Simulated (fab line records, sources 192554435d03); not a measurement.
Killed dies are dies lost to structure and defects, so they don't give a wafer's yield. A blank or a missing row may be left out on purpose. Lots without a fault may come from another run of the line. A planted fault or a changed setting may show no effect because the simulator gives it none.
Which tool did it? | flow n5_finfet | 20 lots, 60 wafers sampled, at 6 steps of a route of 1938

WHAT THE GAUGES READ, wafer by wafer
The record holds no reading of a measuring or inspecting step that can be judged against a usual standard deviation.

WHICH TOOL RAN EACH LOT (tool, then ch and the chambers of the sampled wafers, then the start)
lot  | N5_BEOL_M5_STRIP_19                | N5_BEOL_M5_STRIP_36                | N5_BEOL_M5_STRIP_91                           | N5_BEOL_M5_DEP_56               | N5_BEOL_M6_ETCH_72                 | N5_BEOL_M6_STRIP_36
L074 | rie_diel-03 ch 0,1, day 8 15:14    | rie_diel-02 ch 0,2, day 8 16:41    | rie_diel-02 ch 0,2, day 8 23:36 or earlier    | pecvd-04 ch 0,2, day 8 23:36    | rie_diel-06 ch 0,3, day 9 02:19    | rie_diel-06 ch 0,3, day 9 02:31
L075 | rie_diel-01 ch 0,1,2, day 8 22:08  | rie_diel-01 ch 0,1,3, day 8 22:55  | rie_diel-01 ch 0,1,3, day 9 06:36 or earlier  | pecvd-04 ch 0,1,2, day 9 06:36  | rie_diel-06 ch 1,2, day 9 13:12    | rie_diel-06 ch 1,2, day 9 13:24
L076 | rie_diel-01 ch 0,2,3, day 9 06:51  | rie_diel-03 ch 0,1,3, day 9 08:02  | rie_diel-03 ch 0,1,3, day 9 14:58 or earlier  | pecvd-02 ch 0,1, day 9 14:58    | rie_diel-06 ch 0,3, day 9 19:13    | rie_diel-06 ch 0,3, day 9 19:25
L079 | rie_diel-02 ch 0,1,3, day 9 10:01  | rie_diel-01 ch 1,2,3, day 9 13:22  | rie_diel-01 ch 1,2,3, day 9 20:47 or earlier  | pecvd-04 ch 0,1,2, day 9 20:47  | rie_diel-05 ch 0,1,3, day 10 03:41 | rie_diel-05 ch 0,1,3, day 10 03:53
L078 | rie_diel-01 ch 0,3, day 9 14:32    | rie_diel-03 ch 0,1,2, day 9 16:56  | rie_diel-03 ch 0,1,2, day 10 00:53 or earlier | pecvd-04 ch 0,1, day 10 00:53   | rie_diel-06 ch 1,2, day 10 08:19   | rie_diel-06 ch 1,2, day 10 08:30
L080 | rie_diel-03 ch 0,1, day 10 06:15   | rie_diel-01 ch 0,2,3, day 10 08:23 | rie_diel-01 ch 0,2,3, day 10 15:19 or earlier | pecvd-01 ch 0,1, day 10 15:19   | rie_diel-04 ch 0,2,3, day 10 21:24 | rie_diel-04 ch 0,2,3, day 10 21:36
L082 | rie_diel-01 ch 2,3, day 10 11:47   | rie_diel-01 ch 1,2,3, day 10 14:40 | rie_diel-01 ch 1,2,3, day 10 22:35 or earlier | pecvd-01 ch 0,1, day 10 22:35   | rie_diel-04 ch 0,2, day 11 03:16   | rie_diel-04 ch 0,2, day 11 03:28
L083 | rie_diel-02 ch 0,1,2, day 11 01:50 | rie_diel-01 ch 0,1,2, day 11 02:34 | rie_diel-01 ch 0,1,2, day 11 10:14 or earlier | pecvd-01 ch 0,2, day 11 10:14   | rie_diel-05 ch 0,1,2, day 11 15:04 | rie_diel-05 ch 0,1,2, day 11 15:16
L085 | rie_diel-02 ch 0,2,3, day 11 02:11 | rie_diel-01 ch 0,1,2, day 11 03:03 | rie_diel-01 ch 0,1,2, day 11 10:20 or earlier | pecvd-04 ch 0,2, day 11 10:20   | rie_diel-06 ch 0,2,3, day 11 15:28 | rie_diel-06 ch 0,2,3, day 11 15:40
L084 | rie_diel-01 ch 1,2,3, day 11 05:25 | rie_diel-02 ch 0,1,3, day 11 08:35 | rie_diel-02 ch 0,1,3, day 11 16:28 or earlier | pecvd-04 ch 0,1,2, day 11 16:28 | rie_diel-04 ch 0,1,3, day 11 22:00 | rie_diel-04 ch 0,1,3, day 11 22:11
L088 | rie_diel-03 ch 0,3, day 11 10:22   | rie_diel-03 ch 2,3, day 11 12:03   | rie_diel-03 ch 2,3, day 11 19:15 or earlier   | pecvd-01 ch 1,2, day 11 19:15   | rie_diel-05 ch 1,2, day 11 22:34   | rie_diel-05 ch 1,2, day 11 22:46
L086 | rie_diel-02 ch 0,1,3, day 11 10:30 | rie_diel-01 ch 1,2, day 11 12:32   | rie_diel-01 ch 1,2, day 11 21:48 or earlier   | pecvd-01 ch 0,1, day 11 21:48   | rie_diel-05 ch 0,2, day 12 02:26   | rie_diel-05 ch 0,2, day 12 02:38
L087 | rie_diel-02 ch 0,2,3, day 12 06:49 | rie_diel-02 ch 1,2,3, day 12 08:25 | rie_diel-02 ch 1,2,3, day 12 15:20 or earlier | pecvd-04 ch 0,2, day 12 15:20   | rie_diel-04 ch 0,2,3, day 12 20:35 | rie_diel-04 ch 0,2,3, day 12 20:47
L089 | rie_diel-02 ch 0,2,3, day 12 06:58 | rie_diel-01 ch 1,2, day 12 08:17   | rie_diel-01 ch 1,2, day 12 15:05 or earlier   | pecvd-02 ch 1,2, day 12 15:05   | rie_diel-06 ch 0,3, day 12 20:50   | rie_diel-06 ch 0,3, day 12 21:01
L091 | rie_diel-02 ch 0,1, day 13 04:56   | rie_diel-02 ch 0,2,3, day 13 08:17 | rie_diel-02 ch 0,2,3, day 13 15:21 or earlier | pecvd-01 ch 0,2, day 13 15:21   | rie_diel-05 ch 0,2, day 13 21:14   | rie_diel-05 ch 0,2, day 13 21:26
L094 | rie_diel-03 ch 0,1,2, day 13 08:58 | rie_diel-02 ch 0,1, day 13 11:28   | rie_diel-02 ch 0,1, day 13 19:58 or earlier   | pecvd-04 ch 1,2, day 13 19:58   | rie_diel-06 ch 1,3, day 13 23:56   | rie_diel-06 ch 1,3, day 14 00:08
L092 | rie_diel-02 ch 0,1, day 13 09:09   | rie_diel-01 ch 2,3, day 13 11:08   | rie_diel-01 ch 2,3, day 13 17:55 or earlier   | pecvd-02 ch 0,1,2, day 13 17:55 | rie_diel-05 ch 0,1,3, day 13 23:35 | rie_diel-05 ch 0,1,3, day 13 23:47
L096 | rie_diel-01 ch 0,1,3, day 13 12:25 | rie_diel-01 ch 0,2, day 13 15:05   | rie_diel-01 ch 0,2, day 13 22:25 or earlier   | pecvd-01 ch 0,1, day 13 22:25   | rie_diel-06 ch 1,3, day 14 01:52   | rie_diel-06 ch 1,3, day 14 02:04
L093 | rie_diel-02 ch 1,2,3, day 13 12:35 | rie_diel-02 ch 0,1, day 13 14:54   | rie_diel-02 ch 0,1, day 13 22:18 or earlier   | pecvd-04 ch 0,2, day 13 22:18   | rie_diel-05 ch 2,3, day 14 02:20   | rie_diel-05 ch 2,3, day 14 02:32
L095 | rie_diel-03 ch 0,1,3, day 14 03:28 | rie_diel-03 ch 0,3, day 14 07:05   | rie_diel-03 ch 0,3, day 14 13:58 or earlier   | pecvd-02 ch 0,2, day 14 13:58   | rie_diel-04 ch 0,2,3, day 14 22:13 | rie_diel-04 ch 0,2,3, day 14 22:25
- N5_BEOL_M5_STRIP_19: strips in O2.
- N5_BEOL_M5_STRIP_36: strips in N2/H2.
- N5_BEOL_M5_STRIP_91: strips in N2/H2, time 10 s.
- N5_BEOL_M5_DEP_56: deposits SiCN from 3MS/NH3, target thk 8 nm, time 14 s.
- N5_BEOL_M6_ETCH_72: etches underlayer in N2/H2, target depth 6.5 nm, time 5.2 s.
- N5_BEOL_M6_STRIP_36: strips in N2/H2.

WHAT THE TOOLS THEMSELVES READ (means of the sampled wafers that have a number; where no wafer has one, the mark that the record gives instead)
N5_BEOL_M5_STRIP_19.
lot  | tool        | drypump_motor_current_A (A) | oes_product_au (a.u.) | rf_vpp_V (V) | showerhead_plenum_p_Torr (Torr) | throttle_valve_pct (%)
L074 | rie_diel-03 | 5.2                         | 0.69                  | 3.9          | 2.10                            | 17.08
L075 | rie_diel-01 | 5.9                         | 0.74                  | 3.9          | 2.09                            | 16.60
L076 | rie_diel-01 | 6.2                         | 0.73                  | 3.6          | 2.10                            | 16.80
L079 | rie_diel-02 | 5.5                         | 0.83                  | 3.1          | 2.10                            | 16.64
L078 | rie_diel-01 | 6.1                         | 0.72                  | 3.8          | 2.04                            | 17.05
L080 | rie_diel-03 | 5.3                         | 0.70                  | 4.2          | 2.14                            | 17.11
L082 | rie_diel-01 | 6.1                         | 0.72                  | 3.6          | 2.06                            | 17.04
L083 | rie_diel-02 | 5.7                         | 0.81                  | 3.6          | 2.08                            | 16.69
L085 | rie_diel-02 | 5.6                         | 0.82                  | 4.1          | 2.12                            | 16.56
L084 | rie_diel-01 | 5.8                         | 0.72                  | 4.6          | 2.05                            | 16.86
L088 | rie_diel-03 | 5.3                         | 0.72                  | 4.0          | 2.06                            | 16.93
L086 | rie_diel-02 | 5.5                         | 0.82                  | 3.8          | 2.10                            | 16.65
L087 | rie_diel-02 | 5.6                         | 0.82                  | 3.8          | 2.12                            | 16.57
L089 | rie_diel-02 | 5.6                         | 0.81                  | 4.6          | 2.12                            | 16.56
L091 | rie_diel-02 | 5.6                         | 0.79                  | 3.4          | 2.05                            | 16.80
L094 | rie_diel-03 | 5.5                         | 0.85                  | 3.5          | 2.09                            | 16.90
L092 | rie_diel-02 | 5.6                         | 0.83                  | 3.9          | 2.10                            | 16.57
L096 | rie_diel-01 | 5.9                         | 0.71                  | 3.4          | 2.02                            | 16.92
L093 | rie_diel-02 | 5.6                         | 0.74                  | 3.6          | 2.07                            | 16.81
L095 | rie_diel-03 | 5.2                         | 0.79                  | 3.7          | 2.07                            | 16.92

N5_BEOL_M5_STRIP_36.
lot  | tool        | drypump_motor_current_A (A) | oes_product_au (a.u.) | rf_vpp_V (V) | showerhead_plenum_p_Torr (Torr) | throttle_valve_pct (%)
L074 | rie_diel-02 | 5.7                         | 0.87                  | 58.9         | 2.58                            | 23.4
L075 | rie_diel-01 | 5.9                         | 0.73                  | 58.0         | 2.45                            | 23.9
L076 | rie_diel-03 | 5.2                         | 0.72                  | 58.7         | 2.53                            | 24.0
L079 | rie_diel-01 | 5.9                         | 0.73                  | 59.3         | 2.49                            | 23.9
L078 | rie_diel-03 | 5.4                         | 0.79                  | 58.2         | 2.55                            | 24.1
L080 | rie_diel-01 | 6.2                         | 0.72                  | 57.5         | 2.52                            | 23.6
L082 | rie_diel-01 | 5.8                         | 0.73                  | 60.9         | 2.49                            | 23.8
L083 | rie_diel-01 | 5.9                         | 0.73                  | 59.3         | 2.52                            | 23.6
L085 | rie_diel-01 | 5.9                         | 0.73                  | 57.7         | 2.52                            | 23.5
L084 | rie_diel-02 | 5.5                         | 0.83                  | 59.8         | 2.52                            | 23.5
L088 | rie_diel-03 | 5.4                         | 0.81                  | 57.4         | 2.44                            | 23.8
L086 | rie_diel-01 | 5.6                         | 0.74                  | 59.4         | 2.49                            | 23.8
L087 | rie_diel-02 | 5.6                         | 0.76                  | 59.0         | 2.50                            | 23.5
L089 | rie_diel-01 | 5.6                         | 0.73                  | 57.6         | 2.49                            | 23.8
L091 | rie_diel-02 | 5.6                         | 0.80                  | 58.9         | 2.55                            | 23.4
L094 | rie_diel-02 | 5.6                         | 0.78                  | 59.1         | 2.48                            | 23.7
L092 | rie_diel-01 | 6.1                         | 0.69                  | 59.9         | 2.47                            | 24.0
L096 | rie_diel-01 | 6.3                         | 0.70                  | 60.0         | 2.54                            | 23.3
L093 | rie_diel-02 | 5.6                         | 0.79                  | 59.7         | 2.48                            | 23.7
L095 | rie_diel-03 | 5.3                         | 0.71                  | 60.6         | 2.56                            | 23.9

N5_BEOL_M5_STRIP_91.
lot  | tool        | drypump_motor_current_A (A) | oes_product_au (a.u.) | rf_vpp_V (V) | showerhead_plenum_p_Torr (Torr) | throttle_valve_pct (%)
L074 | rie_diel-02 | 5.7                         | 0.89                  | 58.6         | 2.58                            | 23.4
L075 | rie_diel-01 | 5.9                         | 0.73                  | 58.3         | 2.45                            | 23.9
L076 | rie_diel-03 | 5.2                         | 0.71                  | 58.8         | 2.53                            | 24.0
L079 | rie_diel-01 | 5.8                         | 0.74                  | 59.5         | 2.49                            | 23.9
L078 | rie_diel-03 | 5.5                         | 0.79                  | 59.1         | 2.55                            | 24.1
L080 | rie_diel-01 | 6.2                         | 0.72                  | 59.8         | 2.52                            | 23.6
L082 | rie_diel-01 | 5.8                         | 0.73                  | 58.8         | 2.49                            | 23.9
L083 | rie_diel-01 | 6.0                         | 0.73                  | 59.9         | 2.52                            | 23.6
L085 | rie_diel-01 | 5.9                         | 0.73                  | 58.0         | 2.52                            | 23.5
L084 | rie_diel-02 | 5.5                         | 0.82                  | 59.1         | 2.52                            | 23.5
L088 | rie_diel-03 | 5.4                         | 0.81                  | 59.2         | 2.44                            | 23.8
L086 | rie_diel-01 | 5.6                         | 0.74                  | 59.2         | 2.49                            | 23.8
L087 | rie_diel-02 | 5.6                         | 0.76                  | 58.1         | 2.50                            | 23.5
L089 | rie_diel-01 | 5.6                         | 0.73                  | 59.5         | 2.49                            | 23.8
L091 | rie_diel-02 | 5.6                         | 0.80                  | 59.4         | 2.55                            | 23.4
L094 | rie_diel-02 | 5.6                         | 0.79                  | 58.7         | 2.48                            | 23.7
L092 | rie_diel-01 | 6.1                         | 0.70                  | 59.3         | 2.47                            | 24.0
L096 | rie_diel-01 | 6.3                         | 0.71                  | 59.4         | 2.54                            | 23.3
L093 | rie_diel-02 | 5.6                         | 0.78                  | 58.2         | 2.48                            | 23.7
L095 | rie_diel-03 | 5.3                         | 0.71                  | 59.9         | 2.56                            | 23.9

N5_BEOL_M5_DEP_56.
lot  | tool     | rf_fwd_power_W (W) | showerhead_plenum_p_Torr (Torr) | throttle_valve_pct (%)
L074 | pecvd-04 | 199.1              | 3.665                           | 9.0
L075 | pecvd-04 | 199.3              | 3.654                           | 9.0
L076 | pecvd-02 | 199.5              | 3.658                           | 8.5
L079 | pecvd-04 | 199.5              | 3.650                           | 8.8
L078 | pecvd-04 | 198.9              | 3.651                           | 9.1
L080 | pecvd-01 | 198.6              | 3.675                           | 8.9
L082 | pecvd-01 | 198.3              | 3.660                           | 9.2
L083 | pecvd-01 | 197.5              | 3.668                           | 8.7
L085 | pecvd-04 | 198.8              | 3.662                           | 9.0
L084 | pecvd-04 | 199.4              | 3.656                           | 9.0
L088 | pecvd-01 | 199.0              | 3.659                           | 9.3
L086 | pecvd-01 | 198.0              | 3.672                           | 9.1
L087 | pecvd-04 | 200.1              | 3.662                           | 8.7
L089 | pecvd-02 | 200.2              | 3.659                           | 7.9
L091 | pecvd-01 | 197.9              | 3.667                           | 8.7
L094 | pecvd-04 | 198.8              | 3.645                           | 9.0
L092 | pecvd-02 | 199.8              | 3.651                           | 8.2
L096 | pecvd-01 | 198.9              | 3.664                           | 9.0
L093 | pecvd-04 | 198.8              | 3.660                           | 8.9
L095 | pecvd-02 | 199.5              | 3.655                           | 8.0

N5_BEOL_M6_ETCH_72.
lot  | tool        | drypump_motor_current_A (A) | etch_rf_on_time_s (s) | oes_product_au (a.u.) | rf_fwd_power_W (W) | rf_vpp_V (V) | showerhead_plenum_p_Torr (Torr) | throttle_valve_pct (%)
L074 | rie_diel-06 | 5.9                         | 5.24                  | 0.62                  | 819.0              | 526.6        | 2.65                            | 18.1
L075 | rie_diel-06 | 6.3                         | 5.00                  | 0.75                  | 819.8              | 524.9        | 2.61                            | 17.5
L076 | rie_diel-06 | 5.9                         | 5.27                  | 0.61                  | 818.3              | 527.3        | 2.64                            | 18.1
L079 | rie_diel-05 | 6.0                         | 5.19                  | 0.66                  | 818.6              | 526.2        | 2.64                            | 17.6
L078 | rie_diel-06 | 6.1                         | 5.08                  | 0.77                  | 821.9              | 524.2        | 2.53                            | 17.4
L080 | rie_diel-04 | 5.9                         | 5.09                  | 0.70                  | 819.8              | 524.3        | 2.58                            | 17.8
L082 | rie_diel-04 | 5.4                         | 5.13                  | 0.70                  | 819.0              | 523.1        | 2.53                            | 17.8
L083 | rie_diel-05 | 5.8                         | 5.20                  | 0.67                  | 818.8              | 524.7        | 2.59                            | 17.8
L085 | rie_diel-06 | 5.7                         | 5.14                  | 0.67                  | 821.7              | 524.8        | 2.58                            | 17.8
L084 | rie_diel-04 | 5.7                         | 5.14                  | 0.75                  | 819.6              | 523.3        | 2.54                            | 17.7
L088 | rie_diel-05 | 5.7                         | 5.10                  | 0.65                  | 818.5              | 525.4        | 2.58                            | 18.1
L086 | rie_diel-05 | 5.7                         | 5.16                  | 0.70                  | 818.3              | 523.0        | 2.53                            | 17.5
L087 | rie_diel-04 | 5.9                         | 5.15                  | 0.68                  | 820.6              | 525.1        | 2.57                            | 17.8
L089 | rie_diel-06 | 5.9                         | 5.23                  | 0.60                  | 821.8              | 526.0        | 2.63                            | 18.2
L091 | rie_diel-05 | 5.9                         | 5.26                  | 0.68                  | 818.1              | 525.0        | 2.59                            | 17.5
L094 | rie_diel-06 | 5.5                         | 5.15                  | 0.63                  | 818.4              | 526.5        | 2.64                            | 18.0
L092 | rie_diel-05 | 6.0                         | 5.15                  | 0.71                  | 816.3              | 527.1        | 2.62                            | 17.6
L096 | rie_diel-06 | 6.0                         | 5.04                  | 0.66                  | 819.3              | 527.0        | 2.65                            | 17.8
L093 | rie_diel-05 | 5.6                         | 5.09                  | 0.73                  | 819.9              | 522.8        | 2.50                            | 17.4
L095 | rie_diel-04 | 5.9                         | 5.15                  | 0.66                  | 819.9              | 525.2        | 2.56                            | 17.9

N5_BEOL_M6_STRIP_36.
lot  | tool        | drypump_motor_current_A (A) | oes_product_au (a.u.) | rf_vpp_V (V) | showerhead_plenum_p_Torr (Torr) | throttle_valve_pct (%)
L074 | rie_diel-06 | 5.9                         | 0.73                  | 56.9         | 2.64                            | 24.1
L075 | rie_diel-06 | 6.3                         | 0.89                  | 59.1         | 2.60                            | 23.2
L076 | rie_diel-06 | 5.9                         | 0.73                  | 58.3         | 2.64                            | 24.1
L079 | rie_diel-05 | 6.0                         | 0.76                  | 59.7         | 2.63                            | 23.2
L078 | rie_diel-06 | 6.1                         | 0.91                  | 59.3         | 2.53                            | 23.0
L080 | rie_diel-04 | 5.8                         | 0.81                  | 58.4         | 2.57                            | 23.6
L082 | rie_diel-04 | 5.4                         | 0.82                  | 59.9         | 2.52                            | 23.4
L083 | rie_diel-05 | 5.8                         | 0.79                  | 59.2         | 2.58                            | 23.5
L085 | rie_diel-06 | 5.7                         | 0.77                  | 60.3         | 2.57                            | 23.7
L084 | rie_diel-04 | 5.7                         | 0.89                  | 59.9         | 2.54                            | 23.5
L088 | rie_diel-05 | 5.7                         | 0.75                  | 58.6         | 2.58                            | 23.9
L086 | rie_diel-05 | 5.7                         | 0.80                  | 58.8         | 2.52                            | 23.2
L087 | rie_diel-04 | 5.9                         | 0.79                  | 59.7         | 2.56                            | 23.6
L089 | rie_diel-06 | 5.9                         | 0.71                  | 59.5         | 2.63                            | 24.1
L091 | rie_diel-05 | 5.9                         | 0.80                  | 59.9         | 2.58                            | 23.1
L094 | rie_diel-06 | 5.5                         | 0.76                  | 60.9         | 2.64                            | 23.8
L092 | rie_diel-05 | 6.0                         | 0.83                  | 60.5         | 2.62                            | 23.3
L096 | rie_diel-06 | 6.0                         | 0.78                  | 60.0         | 2.64                            | 23.6
L093 | rie_diel-05 | 5.5                         | 0.85                  | 59.0         | 2.49                            | 23.1
L095 | rie_diel-04 | 5.9                         | 0.78                  | 58.8         | 2.56                            | 23.6

THE ANSWER, worked out from the rows above alone
Rule: what is usual is taken from the lots themselves. Put in order of their means at a reading, lots are off if they are a third of the lots or fewer, leave a main group of 4 or more, and stand apart from it by a gap of 3 or more times the standard deviation of the main group's means; of several such gaps the widest counts. A main group whose means are all the same, to the digits that the tables above print for the reading, isn't used. A lot without any number at a reading at which 4 lots or more have one is off too. The other lots that the step has rows for count as sound. The gauges are gone through in route order, then the tools' own readings, and for those a lot's mean is taken as printed above. The first step at which some lot is off is used, and at that step the reading that is off furthest; a lot without a number counts as furthest.
No lot is off at any reading shown: from this, nothing can be told.

WHAT THE SIMULATOR HAD PUT IN
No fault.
